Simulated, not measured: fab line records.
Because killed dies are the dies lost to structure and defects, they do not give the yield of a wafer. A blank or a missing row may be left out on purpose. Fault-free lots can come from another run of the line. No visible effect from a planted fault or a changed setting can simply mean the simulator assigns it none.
Which tool was responsible? + flow nand-harc + 18 wafers sampled from 6 lots at 1 step of a route of 1302

## WHAT THE GAUGES READ, wafer by wafer
NHARC_A_DECK1_JOINT_THK_MEAS_14: measures by ellipsometry.
| lot  | measured     | on            | thk-nm (nm)    |
|------|--------------|---------------|----------------|
| L324 | day 12 19:37 | film-metro-01 | 50.4 55.1 50.1 |
| L328 | day 14 04:04 | film-metro-02 | 54.5 47.7 49.4 |
| L331 | day 15 02:28 | film-metro-01 | 48.5 53.7 50.1 |
| L332 | day 15 20:07 | film-metro-01 | 48.9 52.9 54.0 |
| L338 | day 18 22:36 | film-metro-02 | 52.6 51.1 54.1 |
| L341 | day 20 03:34 | film-metro-01 | 51.9 52.9 48.7 |

## EACH LOT AND THE TOOL THAT RAN IT (in order: tool; ch and the chambers of the sampled wafers; start)
There is no process step in the record ahead of these readings.

## THE ANSWER, worked out from the rows above alone
Rule: the usual values come from the lots themselves. Put in order of their means at a reading, lots are off if they are a third of the lots or fewer, leave a main group of 4 or more, and stand apart from it by a gap of 3 or more times the standard deviation of the main group's means; of several such gaps the widest counts. The tables above print the reading to a certain number of digits; a main group whose means all agree to those digits is not used. Also off: a lot with no number at a reading for which 4 or more lots have one. Where the step has rows for the other lots, those lots are counted as sound.
None of the lots is off at any reading shown; this tells nothing.

## WHAT THE SIMULATOR HAD PUT IN
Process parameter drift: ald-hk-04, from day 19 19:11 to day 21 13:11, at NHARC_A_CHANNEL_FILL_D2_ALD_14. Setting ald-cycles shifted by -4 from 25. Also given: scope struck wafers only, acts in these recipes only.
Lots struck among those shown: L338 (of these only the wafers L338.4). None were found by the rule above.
